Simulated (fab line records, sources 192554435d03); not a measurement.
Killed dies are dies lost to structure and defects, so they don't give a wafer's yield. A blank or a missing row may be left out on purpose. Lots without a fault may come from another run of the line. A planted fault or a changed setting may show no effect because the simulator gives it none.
fab line records | flow n5_finfet
record lots=7 wafers=21 last_day=21
route steps=1938 shown GATE_CUT@473 BEOL_M4@1111 PASSIVATION@1936
lots that met no fault: from a run of the same line without faults
start_h: hours from the record's first day to the start of the lot's first wafer shown | wait_h: hours since the lot's step before | " the same as in the row above | L1.1+2: a row that stands for several wafers | - no value, or no start given | * or withheld: withheld | < > ~ a bound
route shown NAME@n: a module of which the file shows steps, and the number in the route of the first | usual: mean/standard deviation of fault-free wafers | same: alike in all rows | chamber/n: place in a boat | sites: the reading at each site | _std_site: their standard deviation | _edge_site: outer sites' mean less inner sites' | radius_mm: how far each site lies from the wafer's centre | mask NAME#n: copy n | behind: the tool/chamber that last shaped the wafer | hold: why the lot was held/for how many hours/how that ended | device: the transistor (n, p or np) that didn't switch | end of line: the same wafers' tests at the end of the route | a step without rows: its recipe alone | killed: dies lost to structure and defects at the first sort, not the wafer's yield | map: a wafer's dies, x killed, . not, _ none there
set.NAME: the setting as run; set.NAME@STEP: as run at that earlier step | model.NAME: the simulator's own value behind a step, which no gauge read
steps of the route over a sample of lots; a table a step, a row a wafer
services: from which hour (start_h, from the record's first day; less than 0 if before it) a tool's chamber was out of use, for how many hours, and why
## steps
# step N5_GATE_CUT_SAC_CAP_01
# recipe material=SiNx target_thk_a=240 temp_c=400 ald_precursor_family=SiH2I2 ald_co_reactant=N2/H2-plasma pulse_time_s=1 ald_cycles=480 purge_time_s=2 co_reactant_purge_time_s=2 pressure_torr=2
# usual heater_power_w=837/86 precursor_pulse_height_rel=0.998/0.019
# same purge_time_s=2
# columns lot.wafer tool chamber start_h wait_h heater_power_w precursor_pulse_height_rel
L425.2 ald_sin-01 0 132.19 0.4 736 0.983
L425.3 " 1 " " 911 0.996
L425.6 " 2 133.27 1.5 883 0.975
L427.2 ald_sin-02 0 148.56 0.0 639 0.968
L427.3 " 3 " " 783 0.956
L427.4 " 2 " " 774 0.986
L430.2 ald_sin-02 0 162.52 0.0 611 1.001
L430.5 " 0 163.60 1.1 632 0.997
L430.6 " 1 " " 732 1.018
L431.1 ald_sin-03 2 168.84 0.0 819 0.995
L431.2 " 1 " " 883 0.996
L431.4 " 3 169.92 1.1 942 0.973
L432.3 ald_sin-01 3 177.55 0.0 864 0.995
L432.4 " 1 " " 919 1.017
L432.6 " 3 178.64 1.1 879 1.004
L434.2 ald_sin-02 0 189.50 0.0 637 1.031
L434.3 " 1 " " 723 0.990
L434.5 " 3 190.59 1.1 793 1.000
L437.1 ald_sin-01 0 208.44 0.0 741 0.991
L437.2 " 3 " " 905 0.992
L437.6 " 3 209.52 1.1 886 1.011
# step N5_GATE_CUT_CMP_02
# recipe stop_on=SiO2 t_overpolish_s=12.7 post_cmp_clean=alkaline_brush down_force_psi=2.5 platen_rpm=51.8 pad_velocity_m_s=1.0307 target_thk_nm=0
# usual motor_current_A=9.4/0.67 overpolish_run_s=12.701/0.0097 slurry_flow_ml_min=150.1/0.45 time_to_endpoint_s=25/3.1
# columns lot.wafer tool chamber start_h wait_h motor_current_A overpolish_run_s slurry_flow_ml_min time_to_endpoint_s
L425.2 cmp-02 2 134.45 0.1 9.1 12.699 149.6 27
L425.3 " 0 " " 9.1 12.684 150.5 25
L425.6 " 3 " " 10.0 12.690 149.8 27
L427.3 cmp-03 3 150.83 0.1 8.2 12.694 150.4 24
L427.2 " 0 " " 9.8 12.701 149.5 25
L427.4 " 2 " " 10.0 12.725 150.0 26
L430.2 cmp-04 3 164.90 0.2 10.8 12.694 149.3 18
L430.5 " 0 " " 8.2 12.703 150.5 20
L430.6 " 1 " " 8.9 12.702 150.8 26
L431.1 cmp-03 3 171.10 0.1 8.6 12.717 149.9 25
L431.2 " 0 " " 9.9 12.711 150.3 24
L431.4 " 2 " " 10.4 12.695 150.3 24
L432.3 cmp-04 2 179.91 0.1 9.2 12.691 148.9 28
L432.4 " 3 " " 10.4 12.696 149.9 24
L432.6 " 0 " " 8.4 12.720 149.5 23
L434.3 cmp-02 0 191.77 0.1 8.7 12.693 149.9 27
L434.2 " 3 " " 10.4 12.691 149.2 27
L434.5 " 1 " " 9.4 12.694 149.0 30
L437.2 cmp-04 2 210.73 0.1 9.3 12.693 149.5 27
L437.1 " 0 " " 8.8 12.701 150.4 23
L437.6 " 2 " " 9.4 12.705 149.6 24
# step N5_GATE_CUT_DESCUM_18
# recipe chemistry=O2 time_s=7 source_power_w=50 bias_power_w=20 pressure_mtorr=20 rf_frequency_hz=2.712e+07 temp_c=40 resist=CAR-EUV o2_flow_sccm=225
# usual drypump_motor_current_A=5.6/0.46 oes_product_au=0.76/0.056 rf_vpp_V=243.4/1.4 showerhead_plenum_p_Torr=2.10/0.088 throttle_valve_pct=20.45/0.22
# columns lot.wafer tool chamber start_h wait_h drypump_motor_current_A oes_product_au rf_hours_counter_h rf_vpp_V showerhead_plenum_p_Torr throttle_valve_pct
L425.2 rie_diel-06 0 135.46 0.2 5.8 0.81 110 243.8 2.08 20.37
L425.3 " 1 " " 5.5 0.84 60 244.9 2.22 20.16
L425.6 " 0 " " 5.8 0.81 - 242.6 2.08 20.38
L427.2 rie_diel-05 0 151.76 0.0 5.0 0.72 157 241.5 2.01 20.60
L427.3 " 3 " " 5.7 0.73 156 242.5 1.99 20.21
L427.4 " 1 " " 5.5 0.72 186 245.0 2.13 20.33
L430.2 rie_diel-05 0 165.70 0.0 5.0 0.73 163 242.1 2.01 20.62
L430.5 " 1 " " 5.6 0.72 - 243.4 2.13 20.33
L430.6 " 0 " " 5.0 0.72 - 241.1 2.01 20.62
L431.1 rie_diel-05 3 173.27 1.3 5.7 0.72 165 242.1 1.99 20.22
L431.2 " 2 " " 6.1 0.80 118 244.4 2.19 20.28
L431.4 " 1 " " 5.6 0.72 195 244.9 2.13 20.35
L432.3 rie_diel-06 0 181.83 1.1 5.8 0.78 130 244.4 2.07 20.41
L432.4 " 2 " " 5.5 0.71 - 242.2 2.06 20.32
L432.6 " 1 " " 5.5 0.82 - 245.0 2.21 20.19
L434.2 rie_diel-05 3 192.76 0.1 5.8 0.71 169 242.0 1.99 20.24
L434.3 " 0 " " 5.0 0.72 178 241.5 2.00 20.65
L434.5 " 1 " " 5.6 0.71 - 244.0 2.13 20.37
L437.1 rie_diel-05 1 211.67 0.0 5.6 0.71 213 244.7 2.13 20.37
L437.2 " 3 " " 5.7 0.72 175 242.5 1.98 20.24
L437.6 " 0 " " 5.0 0.71 - 243.4 2.00 20.67
# step N5_GATE_CUT_HM_OPEN_40
# recipe chemistry=C4F6/O2 target=SiO2 mask_material=SiARC target_depth_a=1390 time_s=85.1 ion_energy_ev=250 pressure_mtorr=30 source_w=345 bias_w=185 Ar_flow_sccm=300 C4F6_flow_sccm=10 O2_flow_sccm=10 ends=cleared
# usual C4F6_flow_sccm=9.996/0.029 O2_flow_sccm=10.00/0.033 drypump_motor_current_A=5.6/0.47 etch_rf_on_time_s=95.0/2.2 oes_ar_750_au=0.76/0.049 oes_o_777_au=0.75/0.054 oes_product_au=0.69/0.046 rf_vpp_V=676/19 showerhead_plenum_p_Torr=2.85/0.12 throttle_valve_pct=20.97/0.22
# columns lot.wafer tool chamber start_h wait_h C4F6_flow_sccm O2_flow_sccm drypump_motor_current_A etch_rf_on_time_s oes_ar_750_au oes_o_777_au oes_product_au rf_hours_counter_h rf_vpp_V showerhead_plenum_p_Torr throttle_valve_pct
L425.2 rie_diel-06 0 135.62 0.0 - - - - - - - - - - -
L425.3 " 1 " " - - - - - - - - - - -
L425.6 " 0 " " - - - - - - - - - - -
L427.2 rie_diel-05 0 151.93 0.0 - - - - - - - - - - -
L427.3 " 3 " " - - - - - - - - - - -
L427.4 " 1 " " - - - - - - - - - - -
L430.2 rie_diel-05 0 165.86 0.0 10.001 9.95 5.0 95.3 0.72 0.72 0.66 163 692 2.72 20.99
L430.5 " 1 " " 9.980 10.01 5.6 97.7 0.73 0.70 0.65 - 650 2.96 21.16
L430.6 " 0 " " 9.987 9.95 5.0 97.7 0.72 0.71 0.66 - 691 2.72 20.96
L431.1 rie_diel-05 3 173.44 0.0 9.964 10.04 5.7 96.8 0.77 0.78 0.67 165 668 2.72 20.79
L431.2 " 2 " " 10.028 9.95 6.1 92.3 0.80 0.81 0.71 118 658 3.00 20.92
L431.4 " 1 " " 9.962 10.00 5.6 98.3 0.73 0.70 0.65 195 648 2.96 21.16
L432.3 rie_diel-06 0 181.99 0.0 9.948 9.95 5.8 96.3 0.77 0.73 0.70 130 683 2.85 21.11
L432.4 " 2 " " 9.979 10.07 5.5 96.3 0.72 0.69 0.64 - 655 2.84 21.00
L432.6 " 1 " " 10.011 9.98 5.5 98.0 0.83 0.84 0.74 - 675 2.96 20.48
L434.2 rie_diel-05 3 192.93 0.0 10.051 9.98 5.8 98.6 0.76 0.78 0.66 170 667 2.72 20.79
L434.3 " 0 " " 10.009 10.00 5.0 93.7 0.71 0.70 0.65 178 691 2.71 20.99
L434.5 " 1 " " 9.996 10.00 5.6 98.4 0.72 0.68 0.64 - 649 2.95 21.19
L437.1 rie_diel-05 1 211.83 0.0 10.039 10.00 5.6 95.2 0.71 0.68 0.63 213 648 2.95 21.19
L437.2 " 3 " " 9.971 10.04 5.8 96.4 0.75 0.77 0.66 175 668 2.72 20.82
L437.6 " 0 " " 9.966 10.00 5.0 95.7 0.71 0.70 0.65 - 690 2.71 21.01
# step N5_GATE_CUT_STRIP_41
# recipe chemistry=CF4 resist=SiARC power_w=300 bias_power_w=75 pressure_mtorr=50 cf4_flow_sccm=150 rf_frequency_hz=6e+07
# usual cf4_flow_sccm=150.0/0.44 drypump_motor_current_A=5.6/0.46 oes_product_au=0.177/0.012 rf_vpp_V=271.3/1.6 showerhead_plenum_p_Torr=1.80/0.07 throttle_valve_pct=13.66/0.2
# columns lot.wafer tool chamber start_h wait_h cf4_flow_sccm drypump_motor_current_A oes_product_au rf_hours_counter_h rf_vpp_V showerhead_plenum_p_Torr throttle_valve_pct
L425.2 rie_diel-06 0 135.69 0.0 149.7 5.8 0.781 110 270.4 1.80 13.69
L425.3 " 1 " " 149.8 5.6 0.843 60 273.4 1.89 13.26
L425.6 " 0 " " 149.8 5.8 0.791 - 272.2 1.80 13.69
L427.2 rie_diel-05 0 151.99 0.0 150.6 5.0 0.735 157 271.1 1.74 13.73
L427.3 " 3 " " 150.6 5.8 0.748 156 268.4 1.71 13.47
L427.4 " 1 " " 150.0 5.6 0.725 186 272.5 1.85 13.74
L430.2 rie_diel-05 0 165.92 0.0 150.2 5.0 0.169 163 269.4 1.74 13.75
L430.5 " 1 " " 150.2 5.5 0.166 - 271.9 1.85 13.76
L430.6 " 0 " " 149.9 5.0 0.172 - 269.7 1.74 13.76
L431.1 rie_diel-05 3 173.50 0.0 150.5 5.7 0.175 165 270.3 1.71 13.50
L431.2 " 2 " " 149.5 6.1 0.181 118 272.0 1.89 13.49
L431.4 " 1 " " 149.8 5.6 0.169 195 272.0 1.85 13.77
L432.3 rie_diel-06 0 182.05 0.0 149.3 5.8 0.178 130 270.9 1.79 13.74
L432.4 " 2 " " 151.5 5.6 0.162 - 269.2 1.79 13.67
L432.6 " 1 " " 150.4 5.5 0.195 - 272.2 1.88 13.28
L434.2 rie_diel-05 3 192.99 0.0 149.0 5.7 0.171 170 269.4 1.71 13.49
L434.3 " 0 " " 150.7 4.9 0.168 178 268.6 1.73 13.78
L434.5 " 1 " " 149.5 5.5 0.173 - 272.4 1.84 13.79
L437.1 rie_diel-05 1 211.89 0.0 149.5 5.5 0.159 213 272.5 1.84 13.81
L437.2 " 3 " " 149.9 5.7 0.173 175 269.9 1.71 13.54
L437.6 " 0 " " 150.1 5.0 0.163 - 268.1 1.73 13.79
# step N5_GATE_CUT_ETCH_19
# recipe chemistry=CH3F/O2 target=SiNx mask_material=SiO2 target_depth_a=537 time_s=76.7 pressure_mtorr=30 source_w=395 bias_w=73 Ar_flow_sccm=150 CH3F_flow_sccm=30 O2_flow_sccm=20 ion_energy_ev=120 ends=cleared
# usual drypump_motor_current_A=5.6/0.46 etch_rf_on_time_s=77.5/1.4 oes_ar_750_au=0.76/0.049 oes_o_777_au=0.75/0.052 oes_product_au=0.65/0.044 rf_vpp_V=302/8.5 showerhead_plenum_p_Torr=2.01/0.085 throttle_valve_pct=16.40/0.21
# columns lot.wafer tool chamber start_h wait_h drypump_motor_current_A etch_rf_on_time_s oes_ar_750_au oes_o_777_au oes_product_au rf_hours_counter_h rf_vpp_V showerhead_plenum_p_Torr throttle_valve_pct
L425.2 rie_diel-06 0 135.75 0.0 5.8 191.8 0.79 0.76 0.30 110 305 2.01 16.45
L425.3 " 1 " " 5.5 191.7 0.86 0.87 0.32 60 302 2.09 15.87
L425.6 " 0 " " 5.8 191.8 0.79 0.76 0.30 - 304 2.01 16.44
L427.2 rie_diel-05 0 152.05 0.0 5.0 191.7 0.72 0.71 0.28 157 307 1.91 16.37
L427.3 " 3 " " 5.8 191.8 0.77 0.78 0.28 156 300 1.91 16.20
L427.4 " 1 " " 5.5 191.8 0.74 0.72 0.27 186 290 2.08 16.50
L430.2 rie_diel-05 0 165.98 0.0 5.0 77.3 0.71 0.70 0.62 163 308 1.91 16.43
L430.5 " 1 " " 5.6 77.9 0.73 0.71 0.62 - 289 2.08 16.57
L430.6 " 0 " " 5.0 77.0 0.72 0.70 0.63 - 308 1.91 16.43
L431.1 rie_diel-05 3 173.56 0.0 5.8 78.4 0.77 0.77 0.63 165 301 1.91 16.25
L431.2 " 2 " " 6.1 75.9 0.80 0.80 0.67 118 295 2.11 16.26
L431.4 " 1 " " 5.6 77.8 0.73 0.72 0.62 195 288 2.08 16.56
L432.3 rie_diel-06 0 182.11 0.0 5.8 79.3 0.77 0.73 0.65 130 306 2.00 16.54
L432.4 " 2 " " 5.5 78.5 0.72 0.70 0.61 - 292 1.99 16.40
L432.6 " 1 " " 5.5 78.2 0.83 0.85 0.70 - 301 2.09 15.93
L434.2 rie_diel-05 3 193.05 0.0 5.7 78.9 0.76 0.77 0.63 170 298 1.91 16.28
L434.3 " 0 " " 5.0 78.5 0.71 0.69 0.62 178 309 1.90 16.46
L434.5 " 1 " " 5.6 79.7 0.73 0.71 0.60 - 290 2.07 16.58
L437.1 rie_diel-05 1 211.95 0.0 5.6 78.4 0.72 0.71 0.60 213 290 2.07 16.58
L437.2 " 3 " " 5.8 77.6 0.76 0.77 0.63 175 299 1.91 16.27
L437.6 " 0 " " 5.0 77.1 0.70 0.68 0.61 - 308 1.90 16.48
# step N5_BEOL_M4_RC_MEAS_101
# usual DIBL_N=36.1/2.3 DIBL_P=36/3.2 IOFF_N=0.16/0.045 IOFF_P=0.21/0.049 ION_N=674/14 ION_P=462/8.4 SS_N=71.6/0.83 SS_P=73.2/0.87 VT_N=249/3.8 VT_P=-250/3.4
# columns lot.wafer tool chamber start_h wait_h DIBL_N[mV/V] DIBL_P[mV/V] IOFF_N[nA/um] IOFF_P[nA/um] ION_N[uA/um] ION_P[uA/um] SS_N[mV/dec] SS_P[mV/dec] VT_N[mV] VT_P[mV]
L432.3 prober-01 0 329.74 0.3 31.4 30 0.09 0.13 645 446 69.8 72.4 255 -258
L432.4 " 0 " " 37.2 36 0.19 0.20 672 462 71.5 73.5 247 -249
L432.6 " 0 " " 36.4 35 0.16 0.19 668 458 71.4 73.7 250 -254
L431.1 prober-01 0 344.70 0.0 35.5 36 0.15 0.18 672 457 72.1 72.9 249 -253
L431.2 " 0 " " 37.7 38 0.20 0.22 686 463 71.2 74.2 244 -251
L431.4 " 0 " " 33.9 34 0.13 0.16 667 457 70.4 72.4 248 -255
L430.2 prober-02 0 347.82 0.2 36.9 34 0.16 0.20 689 470 70.9 72.9 249 -247
L430.5 " 0 " " 38.7 37 0.19 0.24 693 472 71.8 74.2 243 -245
L430.6 " 0 " " 39.8 37 0.22 0.24 688 465 71.8 73.6 243 -247
L434.2 prober-02 0 355.66 0.2 36.0 35 0.16 0.22 669 460 71.3 72.8 248 -247
L434.3 " 0 " " 34.3 33 0.15 0.20 670 459 71.2 72.3 248 -248
L434.5 " 0 " " 38.8 39 0.24 0.29 688 464 72.0 73.4 243 -247
L437.1 prober-02 0 388.83 0.0 40.9 44 0.28 0.38 686 469 73.0 75.4 241 -241
L437.2 " 0 " " 40.3 43 0.30 0.36 695 472 72.4 74.8 239 -240
L437.6 " 0 " " 39.2 41 0.26 0.31 685 464 72.8 75.0 243 -243
# step N5_PASSIVATION_PROBE_49
# usual defect_limited_yield=90.9/1.6 killed_at_M0_to_M3=37/11 killed_at_M4_up=15/5.6 killed_at_contacts=13/6.4 killed_at_front_end=39/11 killed_at_other=4/3.1 killed_dies=107/19 killed_on_rim=14/4.3 killed_open=71/14 killed_short=34/7.8 sort_bin_4_leakage=0.01/0.053 sort_bin_5_function=5.3/1 sort_bin_6_memory=3.4/0.72 sort_n_pass=1072/20 sort_yield_pct=90.9/1.7
# same gross_dies=1180 killed_at_back_side=0 sort_bin_8_speed[%]=0
# columns lot.wafer tool chamber start_h wait_h defect_limited_yield[%] killed_at_M0_to_M3 killed_at_M4_up killed_at_contacts killed_at_front_end killed_at_other killed_dies killed_on_rim killed_open killed_short sort_bin_4_leakage[%] sort_bin_5_function[%] sort_bin_6_memory[%] sort_n_pass sort_yield_pct[%]
L425.2 prober-02 - 434.96 0.1 0 34 9 21 1114 2 1180 152 75 35 0 97.0 3.0 0 0
L425.3 prober-02 - 435.01 0.1 0 31 13 12 1120 4 1180 152 53 34 0 97.4 2.4 0 0
L425.6 prober-02 - 435.16 0.3 0 26 16 8 1126 4 1180 152 41 36 0 97.1 2.5 0 0
L432.3 prober-01 - 447.85 0.1 90.4 34 23 24 31 1 113 15 68 43 0 5.8 3.5 1067 90.4
L432.4 prober-01 - 447.90 0.2 91.8 24 14 23 34 2 97 12 68 27 0 4.9 3.2 1083 91.8
L432.6 prober-01 - 448.00 0.3 90.2 30 31 27 28 0 116 23 67 48 0 5.3 4.3 1064 90.2
L427.2 prober-01 - 450.60 0.1 0 26 17 8 1127 2 1180 152 78 33 0 96.0 3.9 0 0
L427.3 prober-01 - 450.65 0.1 0 32 20 11 1110 7 1180 152 83 41 0 95.3 4.0 0 0
L427.4 prober-01 - 450.70 0.2 0 39 15 19 1098 9 1180 152 85 46 0 94.9 4.9 0 0
L431.1 prober-02 - 467.60 0.0 93.1 32 7 8 32 2 81 9 49 28 0 3.1 3.1 1099 93.1
L431.2 prober-02 - 467.65 0.1 94.7 21 12 11 17 2 63 7 40 23 0 3.3 1.7 1117 94.7
L431.4 prober-02 - 467.75 0.2 93.6 17 12 3 42 1 75 9 49 26 0 4.3 1.7 1105 93.6
L430.2 prober-02 - 469.07 0.1 92.3 28 9 5 49 0 91 19 72 18 0 4.1 3.1 1089 92.3
L430.5 prober-02 - 469.22 0.2 89.6 39 23 5 53 3 123 17 87 33 0 5.7 4.3 1057 89.6
L430.6 prober-02 - 469.27 0.3 91.7 35 14 4 38 7 98 10 65 30 0 4.7 3.2 1082 91.7
# killed by level:class
L425.2 GATE_CUT:area_open=1070 MOL_CONTACT_COAG:geometric_particle:open=16 DUMMY_GATE:geometric_particle:open=9 BEOL_M0_SAQP:geometric_particle:open=9 FIN_SAQP:geometric_particle:open=8 BEOL_M0_SAQP:geometric_particle:short=8 FIN_SAQP:geometric_particle:short=7 STI_FIN_REVEAL:geometric_particle:open=7
L425.3 GATE_CUT:area_open=1092 MOL_CONTACT_COAG:geometric_particle:open=9 BEOL_M0_SAQP:geometric_particle:open=9 GATE_CUT:geometric_particle:short=7 BEOL_M2:geometric_particle:open=6 BEOL_M4:geometric_particle:open=6 GATE_CUT:geometric_particle:open=5 BEOL_M0_SAQP:geometric_particle:short=5
L425.6 GATE_CUT:area_open=1102 MOL_CONTACT_COAG:geometric_particle:open=7 BEOL_M4:geometric_particle:open=7 FIN_SAQP:geometric_particle:short=6 GATE_CUT:geometric_particle:short=6 BEOL_M2:geometric_particle:open=6 BEOL_M3:geometric_particle:open=5 BEOL_M2:geometric_particle:short=4
L432.3 MOL_CONTACT_COAG:geometric_particle:open=19 BEOL_M4:geometric_particle:open=13 FIN_SAQP:geometric_particle:short=9 BEOL_M0_SAQP:geometric_particle:short=7 BEOL_M2:geometric_particle:short=7 BEOL_M0_SAQP:geometric_particle:open=6 BEOL_M2:geometric_particle:open=6 BEOL_M4:geometric_particle:short=5
L432.4 MOL_CONTACT_COAG:geometric_particle:open=22 FIN_SAQP:geometric_particle:open=7 FIN_SAQP:geometric_particle:short=7 STI_FIN_REVEAL:geometric_particle:open=6 BEOL_M0:geometric_particle:open=4 DUMMY_GATE:geometric_particle:open=3 BEOL_M0_SAQP:geometric_particle:short=3 BEOL_M0_SAQP:geometric_particle:open=3
L432.6 BEOL_M4:geometric_particle:open=17 MOL_CONTACT_COAG:geometric_particle:open=15 MOL_CONTACT_COAG:geometric_particle:short=12 BEOL_M0_SAQP:geometric_particle:short=8 BEOL_M0_SAQP:geometric_particle:open=5 BEOL_M2:geometric_particle:short=5 STI_FIN_REVEAL:geometric_particle:open=4 BEOL_M1:geometric_particle:short=4
L427.2 GATE_CUT:area_open=1069 STI_FIN_REVEAL:geometric_particle:open=25 FIN_SAQP:geometric_particle:short=9 BEOL_M0_SAQP:geometric_particle:open=9 BEOL_M4:geometric_particle:open=9 BEOL_M0_SAQP:geometric_particle:short=8 FIN_SAQP:geometric_particle:open=6 MOL_CONTACT_COAG:geometric_particle:open=5
L427.3 GATE_CUT:area_open=1056 STI_FIN_REVEAL:geometric_particle:open=19 BEOL_M4:geometric_particle:open=13 BEOL_M0_SAQP:geometric_particle:short=10 BEOL_M0_SAQP:geometric_particle:open=9 STI_FIN_REVEAL:geometric_particle:short=7 MOL_CONTACT_COAG:geometric_particle:open=7 FIN_SAQP:geometric_particle:open=5
L427.4 GATE_CUT:area_open=1049 STI_FIN_REVEAL:geometric_particle:open=15 MOL_CONTACT_COAG:geometric_particle:open=15 FIN_SAQP:geometric_particle:open=12 FIN_SAQP:geometric_particle:short=10 BEOL_M0_SAQP:geometric_particle:open=10 BEOL_M0_SAQP:geometric_particle:short=9 BEOL_M4:geometric_particle:open=9
L431.1 BEOL_M3:geometric_particle:open=10 BEOL_M1:geometric_particle:open=8 MOL_CONTACT_COAG:geometric_particle:open=6 FIN_SAQP:geometric_particle:open=5 GATE_CUT:geometric_particle:short=4 BEOL_M0_SAQP:geometric_particle:open=4 STARTING-WAFER:geometric_particle:short=4 ILD0:geometric_particle:open=3
L431.2 FIN_SAQP:geometric_particle:short=9 MOL_CONTACT_COAG:geometric_particle:open=9 BEOL_M2:geometric_particle:open=7 BEOL_M3:geometric_particle:open=4 BEOL_M4:geometric_particle:open=4 BEOL_M0:geometric_particle:open=3 BEOL_M1:geometric_particle:short=3 BEOL_M6:geometric_particle:open=3
L431.4 STI_FIN_REVEAL:geometric_particle:open=11 FIN_SAQP:geometric_particle:open=6 ILD0:geometric_particle:short=5 ILD0:geometric_particle:open=4 BEOL_M0:geometric_particle:open=4 BEOL_M2:geometric_particle:open=3 BEOL_M4:geometric_particle:open=3 BEOL_M5:geometric_particle:open=3
L430.2 STI_FIN_REVEAL:geometric_particle:open=15 BEOL_M3:geometric_particle:open=13 DUMMY_GATE:geometric_particle:open=8 FIN_SAQP:geometric_particle:open=6 MOL_CONTACT_COAG:geometric_particle:open=5 BEOL_M1:geometric_particle:open=5 BEOL_M4:geometric_particle:open=5 DUMMY_GATE:geometric_particle:short=4
L430.5 BEOL_M4:geometric_particle:open=17 FIN_SAQP:geometric_particle:open=14 BEOL_M3:geometric_particle:open=12 BEOL_M1:geometric_particle:open=10 STI_FIN_REVEAL:geometric_particle:open=8 FIN_SAQP:geometric_particle:short=7 GATE_CUT:geometric_particle:short=5 DUMMY_GATE:geometric_particle:open=5
L430.6 STI_FIN_REVEAL:geometric_particle:open=9 BEOL_M1:geometric_particle:open=9 DUMMY_GATE:geometric_particle:open=8 BEOL_M4:geometric_particle:open=7 FIN_SAQP:geometric_particle:short=6 BEOL_M3:geometric_particle:open=6 BEOL_M0_SAQP:geometric_particle:open=5 BEOL_M2:geometric_particle:open=4
## services
# columns tool chamber start_h hours kind
cmp-04 - 115.41 4.0 pm
cmp-04 - 119.41 - consumable_replace:conditioner
cmp-04 - 119.41 - consumable_replace:pad
cmp-04 - 126.54 5.1 pm
rie_diel-06 3 141.41 1.3 repair
rie_diel-06 3 156.83 2.9 repair
ald_sin-03 0 159.56 17.0 repair
rie_diel-06 3 159.87 - clean
rie_diel-06 3 159.87 - consumable_replace:focus_ring
rie_diel-06 3 159.87 22.0 scheduled_down
rie_diel-06 3 159.87 22.0 vent_cycle
cmp-02 - 168.43 4.0 pm
cmp-04 - 172.27 0.4 repair
ald_sin-03 - 178.22 14.0 pm
ald_sin-03 0 178.22 14.0 vent_cycle
ald_sin-03 1 178.22 14.0 vent_cycle
ald_sin-03 2 178.22 14.0 vent_cycle
ald_sin-03 3 178.22 14.0 vent_cycle
rie_diel-05 3 183.44 8.8 repair
cmp-03 - 183.47 7.5 pm
ald_sin-03 0 192.22 - clean
ald_sin-02 - 201.27 1.3 repair
cmp-02 - 208.11 4.1 repair
rie_diel-06 0 211.17 17.1 repair
## key
first_sign step=N5_GATE_CUT_HM_OPEN_40 reading=tool_record direction=missing
effect step=N5_GATE_CUT_STRIP_41 reading=oes_product_au direction=up sigmas=48 usual=0.177 struck=0.770
effect step=N5_GATE_CUT_ETCH_19 reading=etch_rf_on_time_s direction=up sigmas=82 usual=* struck=*
effect step=N5_PASSIVATION_PROBE_49 reading=killed_at_front_end direction=up sigmas=97 usual=39 struck=1116
more_kills_born_at N5_GATE_CUT_HM_OPEN_40@rie_diel-06=3264 N5_GATE_CUT_HM_OPEN_40@rie_diel-05=3174
met_at N5_GATE_CUT_HM_OPEN_40
struck_lots L425,L427
later_rows_left_out L425.2,L425.3,L425.6,L427.2,L427.3,L427.4
not_acting_at N5_GATE_CUT_SAC_CAP_01,N5_GATE_CUT_CMP_02,N5_GATE_CUT_DESCUM_18
fault kind=skipped_step_whole tool=rie_diel-05,rie_diel-06 chamber=- onset_h=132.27 steps=N5_GATE_CUT_HM_OPEN_40 scope=struck_lots_only
# later_rows_left_out: the simulator's readings of these wafers behind a module that went badly wrong aren't trusted and aren't shown, but for the sort
